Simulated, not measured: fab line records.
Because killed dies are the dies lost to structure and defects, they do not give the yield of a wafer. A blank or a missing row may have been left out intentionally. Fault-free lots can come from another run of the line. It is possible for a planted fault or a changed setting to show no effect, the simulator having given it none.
Which of the tools did it? ; flow n5 finfet ; Sampling: 24 lots, 72 wafers, 5 of 1938 route steps

== WHAT EACH GAUGE READ, for each wafer ==
N5_BEOL_M0_SAQP_INSPECT_16: inspects for defects (brightfield). Usual: raw defect count reads 455 (standard deviation 90).
lot;measured;on;raw defect count;flag
L074;day 5 08:45;defect inspect-02;393 466 363;
L075;day 5 20:25;defect inspect-02;404 283 528;
L076;day 5 23:19;defect inspect-01;451 559 598;
L077;day 6 03:41;defect inspect-01;340 405 497;
L078;day 6 13:04;defect inspect-02;478 432 370;
L079;day 6 17:24;defect inspect-02;556 395 389;
L080;day 6 23:19;defect inspect-01;530 433 536;
L081;day 7 04:01;defect inspect-01;519 570 312;
L082;day 7 11:20;defect inspect-02;546 417 464;
L083;day 7 18:14;defect inspect-02;427 610 468;
L084;day 7 23:07;defect inspect-02;407 372 534;
L085;day 8 09:40;defect inspect-02;461 552 399;
L086;day 8 13:47;defect inspect-02;390 509 370;
L087;day 8 18:38;defect inspect-02;620 400 577;
L088;day 8 21:30;defect inspect-02;475 451 468;
L089;day 9 02:30;defect inspect-01;585 472 522;
L090;day 9 10:58;defect inspect-01;509 445 368;
L091;day 9 14:16;defect inspect-02;573 372 636;
L092;day 9 23:14;defect inspect-02;351 357 466;
L093;day 10 02:23;defect inspect-02;419 486 481;
L094;day 10 16:47;defect inspect-01;373 338 444;
L095;day 10 20:21;defect inspect-02;410 393 463;
L096;day 11 05:35;defect inspect-02;347 377 458;
L097;day 11 08:27;defect inspect-02;486 416 349;

N5_BEOL_M0_SAQP_CD_MEAS_40 targets a cd of 30 nm. Usual: cd nm reads 29.86 nm (standard deviation 0.23).
lot;measured;on;cd nm (nm);flag
L074;day 5 12:33;cd sem-02;29.32 30.04 29.74;
L075;day 6 00:32;cd sem-03;29.79 29.83 29.93;
L076;day 6 03:07;cd sem-02;30.07 30.27 29.92;
L077;day 6 07:54;cd sem-01;30.29 29.98 29.70;
L078;day 6 17:02;cd sem-03;30.24 30.35 29.88;
L079;day 6 21:14;cd sem-03;30.01 29.80 29.63;
L080;day 7 03:31;cd sem-02;29.97 30.07 29.92;
L081;day 7 09:29;cd sem-01;30.13 30.29 30.00;
L082;day 7 15:36;cd sem-02;29.77 29.90 29.63;
L083;day 7 22:10;cd sem-03;29.47 29.82 30.02;
L084;day 8 03:31;cd sem-03;29.66 29.83 29.58;
L085;day 8 14:08;cd sem-02;29.91 29.58 29.81;
L086;day 8 19:02;cd sem-03;29.74 29.21 30.00;
L087;day 8 22:51;cd sem-02;29.99 29.65 29.72;
L088;day 9 01:32;cd sem-02;29.69 29.93 29.90;
L089;day 9 06:37;cd sem-02;30.19 30.08 30.22;
L090;day 9 14:46;cd sem-02;29.94 29.99 29.91;
L091;day 9 19:11;cd sem-01;29.80 29.93 29.92;
L092;day 10 03:23;cd sem-02;29.76 29.55 29.77;
L093;day 10 07:27;cd sem-02;29.37 29.96 30.24;
L094;day 10 21:09;cd sem-03;29.74 29.31 29.82;
L095;day 11 00:23;cd sem-03;29.58 29.66 29.75;
L096;day 11 09:26;cd sem-02;29.79 30.08 29.78;
L097;day 11 12:12;cd sem-02;29.61 29.76 29.59;

== WHICH TOOL RAN EACH LOT (tool, then ch and the chambers of the sampled wafers, then the start) ==
lot;N5_BEOL_M0_SAQP_HM_DEP_111;N5_BEOL_M0_SAQP_ETCH_83;N5_BEOL_M0_SAQP_ETCH_101
L074;pecvd-02 ch 0,1, day 5 08:20;rie diel-02 ch 0,1, day 5 08:49;rie diel-04 ch 2,3, day 5 10:23
L075;pecvd-02 ch 0,1,2, day 5 20:02;rie diel-04 ch 0,2,3, day 5 20:31;rie diel-06 ch 2,3, day 5 22:18
L076;pecvd-01 ch 0,2, day 5 22:56;rie diel-02 ch 1,3, day 5 23:23;rie diel-06 ch 1,2,3, day 6 01:05
L077;pecvd-03 ch 0,1, day 6 03:11;rie diel-04 ch 2,3, day 6 03:46;rie diel-04 ch 0,1,2, day 6 05:52
L078;pecvd-02 ch 0,1, day 6 12:42;rie diel-04 ch 0,3, day 6 13:08;rie diel-06 ch 1,3, day 6 14:56
L079;pecvd-03 ch 1,2, day 6 17:01;rie diel-06 ch 1,2,3, day 6 17:28;rie diel-04 ch 1,2,3, day 6 19:04
L080;pecvd-01 ch 0,1,2, day 6 22:57;rie diel-06 ch 0,1,2, day 6 23:32;rie diel-04 ch 0,1,3, day 7 01:06
L081;pecvd-01 ch 0,2, day 7 03:38;rie diel-02 ch 1,2, day 7 04:25;rie diel-04 ch 1,2, day 7 07:10
L082;pecvd-02 ch 0,2, day 7 10:58;rie diel-02 ch 0,1,2, day 7 11:26;rie diel-06 ch 0,2, day 7 13:34
L083;pecvd-03 ch 0,2, day 7 17:44;rie diel-02 ch 0,1,3, day 7 18:18;rie diel-04 ch 0,2,3, day 7 19:56
L084;pecvd-02 ch 1,2, day 7 22:37;rie diel-02 ch 0,1, day 7 23:22;rie diel-06 ch 0,3, day 8 01:11
L085;pecvd-02 ch 0,1,2, day 8 09:17;rie diel-04 ch 2,3, day 8 09:44;rie diel-06 ch 2,3, day 8 11:40
L086;pecvd-03 ch 0,2, day 8 13:17;rie diel-02 ch 1,2,3, day 8 13:51;rie diel-04 ch 1,3, day 8 16:53
L087;pecvd-01 ch 1,2, day 8 18:15;rie diel-06 ch 1,2,3, day 8 18:42;rie diel-02 ch 1,3, day 8 20:40
L088;pecvd-02 ch 0,1,2, day 8 21:08;rie diel-04 ch 1,2, day 8 21:34;rie diel-04 ch 0,1,3, day 8 23:22
L089;pecvd-01 ch 0,1,2, day 9 02:01;rie diel-02 ch 0,1, day 9 02:34;rie diel-06 ch 0,2,3, day 9 04:09
L090;pecvd-01 ch 0, day 9 10:26;rie diel-04 ch 0,1, day 9 11:02;rie diel-06 ch 2,3, day 9 12:38
L091;pecvd-03 ch 0,1,2, day 9 13:46;rie diel-04 ch 0,2,3, day 9 14:20;rie diel-02 ch 0,1,2, day 9 16:58
L092;pecvd-02 ch 0,2, day 9 22:44;rie diel-04 ch 0,1,3, day 9 23:18;rie diel-06 ch 0,2,3, day 10 01:08
L093;pecvd-01 ch 0,1, day 10 01:59;rie diel-02 ch 0,1, day 10 02:27;rie diel-04 ch 0,2, day 10 04:59
L094;pecvd-01 ch 0,1, day 10 16:17;rie diel-04 ch 0,2,3, day 10 16:59;rie diel-04 ch 0,2,3, day 10 18:55
L095;pecvd-03 ch 0,1, day 10 19:51;rie diel-04 ch 0,2,3, day 10 20:36;rie diel-04 ch 0,1,3, day 10 22:21
L096;pecvd-03 ch 0,1,2, day 11 05:05;rie diel-04 ch 0,1,2, day 11 05:40;rie diel-02 ch 1,2,3, day 11 07:24
L097;pecvd-02 ch 0,1, day 11 07:57;rie diel-02 ch 0,1,3, day 11 08:31;rie diel-02 ch 0,1, day 11 10:10
- N5_BEOL_M0_SAQP_HM_DEP_111: deposits SiO2 from SiH4/N2O, target thk 12 nm, time 7.2 s.
- N5_BEOL_M0_SAQP_ETCH_83: etches SiARC in CF4, target depth 39 nm, time 65 s.
- N5_BEOL_M0_SAQP_ETCH_101: etches SiNx in CH3F/O2, target depth 29.9 nm, time 42.7 s.

== WHAT THE TOOLS THEMSELVES READ (means of the sampled wafers that have a number; where no wafer has one, the mark that the record gives instead) ==
N5_BEOL_M0_SAQP_HM_DEP_111. Usual: heater power w 755 W, standard deviation 61; showerhead plenum p Torr 8.15 Torr, standard deviation 0.13.
lot;tool;heater power w (W);showerhead plenum p Torr (Torr);flag
L074;pecvd-02;769;8.18;
L075;pecvd-02;722;8.04;
L076;pecvd-01;696;8.29;
L077;pecvd-03;838;8.17;
L078;pecvd-02;778;8.18;
L079;pecvd-03;746;8.20;
L080;pecvd-01;696;8.22;
L081;pecvd-01;665;8.30;
L082;pecvd-02;753;8.15;
L083;pecvd-03;829;8.22;
L084;pecvd-02;822;7.97;
L085;pecvd-02;793;8.05;
L086;pecvd-03;805;8.24;
L087;pecvd-01;708;8.15;
L088;pecvd-02;775;8.06;
L089;pecvd-01;725;8.22;
L090;pecvd-01;663;8.29;
L091;pecvd-03;794;8.17;
L092;pecvd-02;782;8.03;
L093;pecvd-01;719;8.14;
L094;pecvd-01;706;8.15;
L095;pecvd-03;793;8.18;
L096;pecvd-03;736;8.18;
L097;pecvd-02;796;8.09;

N5_BEOL_M0_SAQP_ETCH_83. Usual: drypump motor current A 5.8 A, standard deviation 0.58; etch rf on time s 65.1 s, standard deviation 1.8; oes product au 0.70 a.u., standard deviation 0.067; rf vpp V 183.8 V, standard deviation 1.1; showerhead plenum p Torr 2.12 Torr, standard deviation 0.058; throttle valve pct 15.57 %, standard deviation 0.2.
lot;tool;drypump motor current A (A);etch rf on time s (s);oes product au (a.u.);rf vpp V (V);showerhead plenum p Torr (Torr);throttle valve pct (%);flag
L074;rie diel-02;6.1;64.1;0.70;184.0;2.20;15.29;
L075;rie diel-04;5.6;65.9;0.70;183.5;2.08;15.60;
L076;rie diel-02;6.5;64.4;0.67;185.7;2.17;15.50;
L077;rie diel-04;5.5;65.1;0.66;182.9;2.07;15.68;
L078;rie diel-04;5.9;64.7;0.77;183.4;2.11;15.56;
L079;rie diel-06;5.6;65.5;0.64;183.5;2.14;15.78;
L080;rie diel-06;6.1;64.4;0.71;185.1;2.15;15.67;
L081;rie diel-02;6.4;64.7;0.66;184.7;2.18;15.36;
L082;rie diel-02;6.1;65.6;0.70;184.7;2.16;15.35;
L083;rie diel-02;6.2;64.9;0.70;185.1;2.15;15.51;
L084;rie diel-02;5.7;64.0;0.72;184.6;2.18;15.31;
L085;rie diel-04;5.5;65.6;0.65;182.4;2.06;15.73;
L086;rie diel-02;6.6;65.0;0.67;183.5;2.13;15.57;
L087;rie diel-06;5.5;66.5;0.63;183.7;2.13;15.80;
L088;rie diel-04;5.1;63.8;0.71;183.8;2.12;15.61;
L089;rie diel-02;5.7;65.0;0.70;184.8;2.18;15.34;
L090;rie diel-04;5.6;64.0;0.77;183.3;2.13;15.54;
L091;rie diel-04;5.6;65.8;0.68;183.1;2.07;15.66;
L092;rie diel-04;5.6;63.8;0.73;183.7;2.11;15.62;
L093;rie diel-02;5.7;64.5;0.70;184.9;2.17;15.36;
L094;rie diel-04;5.6;65.7;0.67;183.0;2.07;15.69;
L095;rie diel-04;5.6;65.8;0.67;183.6;2.07;15.68;
L096;rie diel-04;5.4;65.8;0.69;182.9;2.10;15.63;
L097;rie diel-02;6.2;64.5;0.68;183.3;2.14;15.56;

N5_BEOL_M0_SAQP_ETCH_101. Usual: drypump motor current A 5.7 A, standard deviation 0.55; oes_o_777_au 0.80 a.u., standard deviation 0.084; oes product au 0.81 a.u., standard deviation 0.084; rf vpp V 297 V, standard deviation 5.4; showerhead plenum p Torr 1.98 Torr, standard deviation 0.056; throttle valve pct 16.37 %, standard deviation 0.17.
lot;tool;drypump motor current A (A);oes_o_777_au (a.u.);oes product au (a.u.);rf vpp V (V);showerhead plenum p Torr (Torr);throttle valve pct (%);flag
L074;rie diel-04;5.3;0.74;0.75;295;1.92;16.40;
L075;rie diel-06;5.4;0.79;0.78;293;1.95;16.41;
L076;rie diel-06;5.5;0.75;0.75;295;1.99;16.49;
L077;rie diel-04;5.4;0.86;0.87;299;1.97;16.29;
L078;rie diel-06;5.6;0.72;0.72;299;2.04;16.58;
L079;rie diel-04;5.3;0.81;0.81;295;1.95;16.38;
L080;rie diel-04;5.6;0.88;0.89;298;1.98;16.32;
L081;rie diel-04;5.2;0.77;0.77;297;1.94;16.38;
L082;rie diel-06;5.9;0.85;0.84;290;1.95;16.31;
L083;rie diel-04;5.6;0.80;0.81;297;1.93;16.37;
L084;rie diel-06;6.0;0.87;0.87;298;2.03;16.23;
L085;rie diel-06;5.2;0.74;0.75;299;1.98;16.47;
L086;rie diel-04;5.4;0.82;0.82;295;1.96;16.41;
L087;rie diel-02;6.5;0.77;0.77;302;2.03;16.26;
L088;rie diel-04;5.6;0.86;0.86;299;1.97;16.35;
L089;rie diel-06;5.7;0.81;0.80;296;1.99;16.37;
L090;rie diel-06;5.4;0.76;0.75;291;1.94;16.46;
L091;rie diel-02;6.1;0.80;0.80;298;2.01;16.13;
L092;rie diel-06;5.7;0.79;0.80;295;1.98;16.38;
L093;rie diel-04;5.5;0.75;0.76;298;1.92;16.38;
L094;rie diel-04;5.6;0.78;0.79;296;1.92;16.41;
L095;rie diel-04;5.6;0.84;0.84;298;1.97;16.38;
L096;rie diel-02;6.6;0.78;0.77;297;1.98;16.36;
L097;rie diel-02;6.1;0.77;0.77;302;2.04;16.08;

== THE ANSWER, worked out from the rows above alone ==
Rule: a lot counts as off when the mean over its wafers that have a number is more than 3 standard deviations away from the usual mean. Also off: a lot with no number at a reading for which 4 or more lots have one. The other lots that the step has rows for count as sound. After the gauges, taken in route order, come the tools' own readings; for these a lot's mean is taken, as printed above. The first step at which some lot is off is used, and at that step the reading that is off furthest; a lot without a number counts as furthest.
Across all readings shown, no lot is off: no conclusion can be drawn from this.

== WHAT THE SIMULATOR HAD INSERTED ==
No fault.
